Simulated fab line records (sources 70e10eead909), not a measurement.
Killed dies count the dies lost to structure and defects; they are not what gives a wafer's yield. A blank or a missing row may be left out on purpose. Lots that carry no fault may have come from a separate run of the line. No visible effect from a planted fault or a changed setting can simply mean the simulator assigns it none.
Problem report, 8D (eight disciplines) form, completed by code :: flow nand harc :: the parts of the form that need people (team, actions taken, sign-off) are left out

== 1. PROBLEM STATEMENT ==
Mean of killed at periphery at NHARC_END_SORT_01: 647.5 across 6 wafers in 2 lots; on wafers with no fault it is 3.9 (standard deviation 2.6). That is +99 or more standard deviations from the usual mean.
Seen first at day 22 12:47 on prober-01, wafer L896.3. At this step, 12 wafers from 4 lots have a number in the record. By rule, "out" or "out of limits" means more than 4 standard deviations away from the usual mean. Any other wafer with a number is counted as sound.

== 2. WHAT IT IS AND WHAT IT IS NOT ==
question: which readings at this step
is: killed at periphery, defect limited yield, killed dies, sort_bin_2_pct, sort n pass, sort rim yield pct, sort yield pct
is not: killed at array, killed at other, killed open, sort_bin_3_pct, sort_bin_4_pct

question: which lots
is: L895, L896
is not: L902, L903

question: which wafers of those lots
is: all that have a number
is not: -

question: read on which gauges
is: prober-01, prober-02
is not: -

question: when
is: from day 22 12:47
is not: up to then (0 sound wafers); but 6 sound wafers of L902, L903 came after

== 3. WHAT RULES OUT EACH SUSPECT ==
Counting: a tool stays on the suspect list if, at a process step up to the reading, it processed all lots that are out and no sound lot following the first of them.
- ruled out: the gauge at NHARC_END_SORT_01. The wafers that are out were read on 2 gauges (prober-01, prober-02).
- rie diel-07 at NHARC_P_M2_ETCH_35 (etches the open film in N2/H2, target depth 40 nm, overetch 12 nm, time 43.94 s): kept. It ran every lot that is out, first L896 (day 9 07:25), and no sound lot after that.
Left after counting: rie diel-07 at NHARC_P_M2_ETCH_35.

== 4. THE CAUSE (what the simulator had put in) ==
At NHARC_P_M2_ETCH_35, the step was skipped entirely on rie diel-07 from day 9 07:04 on. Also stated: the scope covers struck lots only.
This tool alone remained once counting was done.

== 5. THE EFFECT CHAIN, in route order ==
One row per reading whose mean, taken over the struck wafers that have a number, lies over 3 standard deviations from the usual. Only readings whose record carries a usual standard deviation are examined. hours: median over the lots of the time between each lot's start at the first step of this table that gives one and its start at this step. sigmas: the change, counted in usual standard deviations.
hours: 0
step: NHARC_END_SORT_01
reading: defect limited yield
usual: 95.6 %
on struck wafers: 0.0
change: -95.6
sigmas: -68

hours: 0
step: NHARC_END_SORT_01
reading: killed at periphery
usual: 3.9
on struck wafers: 647.5
change: +643.6
sigmas: +99 or more

hours: 0
step: NHARC_END_SORT_01
reading: killed dies
usual: 30
on struck wafers: 677
change: +647
sigmas: +67

hours: 0
step: NHARC_END_SORT_01
reading: sort_bin_2_pct
usual: 1.4 %
on struck wafers: 96.8
change: +95.4
sigmas: +99 or more

hours: 0
step: NHARC_END_SORT_01
reading: sort n pass
usual: 647
on struck wafers: 0
change: -647
sigmas: -67

hours: 0
step: NHARC_END_SORT_01
reading: sort rim yield pct
usual: 94 %
on struck wafers: 0
change: -94
sigmas: -28

hours: 0
step: NHARC_END_SORT_01
reading: sort yield pct
usual: 95.6 %
on struck wafers: 0.0
change: -95.6
sigmas: -68
Readings that are blank on the struck wafers while sound wafers have them: bias w at NHARC_P_M2_ETCH_35; chamber pressure mTorr at NHARC_P_M2_ETCH_35; drypump motor current A at NHARC_P_M2_ETCH_35; n2 flow sccm at NHARC_P_M2_ETCH_35; oes product au at NHARC_P_M2_ETCH_35; rf vpp V at NHARC_P_M2_ETCH_35; showerhead plenum p Torr at NHARC_P_M2_ETCH_35; throttle valve pct at NHARC_P_M2_ETCH_35.

== 6. HOW IT WOULD HAVE BEEN CAUGHT EARLIER ==
In this record the first reading out of limits at a measuring or inspecting step was taken at day 22 12:47, 318 hours after the fault began at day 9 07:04.
At NHARC_P_M2_ETCH_35 the tool's readings are blank on the struck wafers, where sound wafers have them: an empty tool record is the first sign, and it was there at once.
By day 22 12:47, every lot that is out (2) had started NHARC_P_M2_ETCH_35 on rie diel-07. Tool hold at that time: it would have spared none of them.
